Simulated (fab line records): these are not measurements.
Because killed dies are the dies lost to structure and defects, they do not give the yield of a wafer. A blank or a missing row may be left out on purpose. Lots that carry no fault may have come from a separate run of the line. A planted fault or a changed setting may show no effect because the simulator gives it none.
Split-lot trial ; flow n5_finfet ; 21 wafers read across 7 lots, on a route 1938 steps long

ON THE SPLIT
At N5_BEOL_M11_COAT_63 (time 60 s, resist thk 100 nm), the setting spin_rpm was moved away from the recipe's 1500 rpm on 6 of the 21 wafers read, by -6.4% to +10.3%. This setting was run at the recipe's value on the other wafers.

The reading comes from the split's own step.

THE READING
SOC_of_BEOL_M11_COAT_63.thk_nm (the simulator's own value, which no gauge read), in nm, at N5_BEOL_M11_COAT_63 (time 60 s, resist thk 100 nm). No usual value for it is given in the file. Average 99.9 nm, standard deviation 0.34 nm, over the 15 wafers here run with the recipe.

wafer;tool, chamber at the split;spin_rpm as run, rpm;against the recipe;SOC_of_BEOL_M11_COAT_63.thk_nm, nm;against lot-mates on the recipe
L075.1;litho_track-01, 0;1655;+10.3%;95;-5.0
L075.5;litho_track-01, 0;1500;recipe;99.8;-
L075.6;litho_track-01, 0;1500;recipe;100.2;-
L083.2;litho_track-03, 0;1500;recipe;100.4;-
L083.5;litho_track-03, 0;1500;recipe;100.6;-
L083.6;litho_track-03, 0;1645;+9.7%;96;-4.5
L086.2;litho_track-02, 0;1404;-6.4%;103;+3.5
L086.3;litho_track-02, 0;1500;recipe;99.6;-
L086.4;litho_track-02, 0;1500;recipe;99.4;-
L087.1;litho_track-02, 0;1500;recipe;99.4;-
L087.4;litho_track-02, 0;1500;recipe;99.8;-
L087.6;litho_track-02, 0;1592;+6.1%;97;-2.6
L090.1;litho_track-03, 0;1500;recipe;100;-
L090.5;litho_track-03, 0;1500;recipe;100;-
L090.4;litho_track-03, 0;1571;+4.7%;97.6;-2.4
L091.2;litho_track-02, 0;1500;recipe;99.6;-
L091.4;litho_track-02, 0;1500;recipe;99.6;-
L091.6;litho_track-02, 0;1500;recipe;100;-
L095.1;litho_track-02, 0;1500;recipe;99.8;-
L095.2;litho_track-02, 0;1410;-6.0%;103.4;+3.4
L095.3;litho_track-02, 0;1500;recipe;100.2;-

THE FIT
A straight line over all 21 wafers: SOC_of_BEOL_M11_COAT_63.thk_nm changes by -0.471 nm for each +1% of spin_rpm; r = -0.98; the points scatter about the line by 0.37 nm.
The same after taking each lot's own level away (the mean of its wafers on the recipe; 21 wafers): -0.494 nm for each +1%; r = -0.99; scatter 0.21 nm.
On that fit, the largest move of spin_rpm shifts the reading by 5.1 nm.
From 99.50 to 100.50 nm: that is the span of the lots' own levels, equal to 2.9 times the standard deviation above.
The two slopes agree, so the slope changes little with the lot-to-lot level.
Check: for one of the wafers moved furthest among these (+10.3%), held out of the fit, the line's prediction against its lot-mates is -5.05 nm. Against them it came out at -5 nm.

FURTHER SPLITS ON THESE WAFERS
These wafers also went through other splits before the reading. Each is held against what the fit with the lots' levels taken away leaves over:
other split on the same wafers;wafers away from the commonest value;r with SOC_of_BEOL_M11_COAT_63.thk_nm (lot level and that fit taken away)
N5_BEOL_M8_PECVD_70 time_s;7;+0.24
N5_BEOL_M9_ILD_DEP_00 time_s;8;+0.02
N5_BEOL_M9_COAT_05 spin_rpm;5;-0.54
N5_BEOL_M9_COAT_22 spin_rpm;12;-0.04
N5_BEOL_M10_COAT_63 spin_rpm;10;+0.00

FILE'S OWN FIT
SOC_of_BEOL_M11_COAT_63.thk_nm changes by -0.49 nm for each +1% of spin_rpm, r = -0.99.
